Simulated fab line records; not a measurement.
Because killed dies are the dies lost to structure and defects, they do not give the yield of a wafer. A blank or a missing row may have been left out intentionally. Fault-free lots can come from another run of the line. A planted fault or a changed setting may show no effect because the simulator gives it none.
Chamber matching ; flow nand harc ; NHARC_A_STAIRCASE_DESCUM_11 on rie diel-08 has 4 sister chambers
The step chemistry O2, time 3 s. 4 wafers are shown with their chamber, then 7 later ones without.

WAFERS PAIRED WITH THEIR CHAMBERS
wafer;chamber;drypump motor current A (A)
L078.5;3;5.9
L084.6;1;5.7
L088.2;0;5.3
L088.4;2;5.0

WAFERS WITH NO CHAMBER GIVEN
wafer;drypump motor current A (A)
L088.5;5.9
L094.1;5.9
L094.2;5.1
L094.6;5.2
L092.3;5.9
L092.4;5.0
L092.5;5.7

WHICH CHAMBER EACH ONE RAN IN
wafer;from the rows above;in truth
L088.5;3;3
L094.1;3;3
L094.2;can't be placed: 2 or 0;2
L094.6;can't be placed: 0 or 2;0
L092.3;3;3
L092.4;2;2
L092.5;1;1
5 of 7 placed correctly. Not placeable from these rows: 2 (in 2, the candidates include the true chamber). Wrongly placed: 0.
How it was worked out, from the rows above alone: a wafer's distance from a chamber is the root of the sum, over the readings, of the square of ((its reading less the chamber's mean) divided by the reading's scatter). The wafer belongs to the nearest chamber; if the next one is less than 2 further off, it can't be placed. A chamber's mean is the mean of its shown wafers. The scatter: root of mean squared gap, hidden wafer to nearest shown wafer, with one shown wafer a chamber.
